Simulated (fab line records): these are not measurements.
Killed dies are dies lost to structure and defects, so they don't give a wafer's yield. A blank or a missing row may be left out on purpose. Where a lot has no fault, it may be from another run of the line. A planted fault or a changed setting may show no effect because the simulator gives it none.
Chamber matching + flow nand-harc + 4 sister chambers for NHARC_P_CONTACT_CMP_24 on cmp-04
The step polishes, t overpolish 30 s, target thk 200 nm. 14 wafers are shown with their chamber, then 7 later ones without.

WAFERS, EACH WITH ITS CHAMBER
| wafer  | chamber | motor-current-A (A) | time-to-endpoint-s (s) | overpolish-run-s (s) |
|--------|---------|---------------------|------------------------|----------------------|
| L080.2 | 2       | 13.0                | 39.8                   | 30.007               |
| L080.3 | 1       | 12.1                | 36.1                   | 29.993               |
| L080.6 | 1       | 11.6                | 37.4                   | 30.003               |
| L082.1 | 2       | 12.9                | 38.8                   | 29.991               |
| L082.5 | 0       | 9.8                 | 38.3                   | 30.011               |
| L082.6 | 1       | 11.6                | 35.4                   | 29.991               |
| L084.3 | 2       | 13.2                | 40.0                   | 30.020               |
| L084.5 | 1       | 11.8                | 40.8                   | 30.007               |
| L084.6 | 0       | 9.7                 | 42.0                   | 29.999               |
| L088.2 | 3       | 10.3                | 40.3                   | 29.995               |
| L088.4 | 1       | 11.9                | 38.7                   | 30.007               |
| L088.5 | 0       | 10.1                | 43.6                   | 29.989               |
| L092.2 | 2       | 12.9                | 36.0                   | 29.994               |
| L092.3 | 0       | 10.7                | 36.6                   | 30.007               |

SIGNATURES (averages over the wafers above)
| reading            | chamber 0 | chamber 1 | chamber 2 | chamber 3 | scatter within a chamber |
|--------------------|-----------|-----------|-----------|-----------|--------------------------|
| motor-current-A    | 10.075    | 11.800    | 13.000    | 10.300    | 0.291                    |
| time-to-endpoint-s | 40.125    | 37.680    | 38.650    | 40.300    | 2.45                     |
| overpolish-run-s   | 30.00150  | 30.00020  | 30.00300  | 29.99500  | 0.0102                   |
Rule: a wafer lies at a distance from a chamber equal to the root of the sum of squares, over the readings, of (its reading less the chamber's mean, divided by the reading's scatter). The wafer belongs to the nearest chamber; if the next one is less than 2 further off, it can't be placed. The scatter is the square root of a quotient: the sum, over the shown wafers, of each reading's squared deviation from its chamber's mean, divided by wafers minus chambers.

WAFERS WHOSE CHAMBER IS MISSING
| wafer  | motor-current-A (A) | time-to-endpoint-s (s) | overpolish-run-s (s) |
|--------|---------------------|------------------------|----------------------|
| L092.6 | 9.8                 | 36.4                   | 30.001               |
| L096.2 | 10.1                | 36.7                   | 30.013               |
| L096.5 | 9.3                 | 37.2                   | 29.997               |
| L096.6 | 11.8                | 37.0                   | 29.998               |
| L097.1 | 12.6                | 36.8                   | 29.995               |
| L097.3 | 11.9                | 32.4                   | 29.999               |
| L097.5 | 10.8                | 37.0                   | 30.013               |

EACH ONE'S CHAMBER
| wafer  | from the rows above          | in truth |
|--------|------------------------------|----------|
| L092.6 | can't be placed: 0 or 3      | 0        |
| L096.2 | can't be placed: 0 or 3      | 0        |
| L096.5 | can't be placed: 0 or 3      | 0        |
| L096.6 | 1                            | 1        |
| L097.1 | can't be placed: 2 or 1      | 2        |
| L097.3 | 1                            | 1        |
| L097.5 | can't be placed: 3 or 0 or 1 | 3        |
Placed correctly: 2 of 7. From these rows, 5 cannot be placed; in 5 the true chamber is one of the candidates. Placed wrongly: 0.
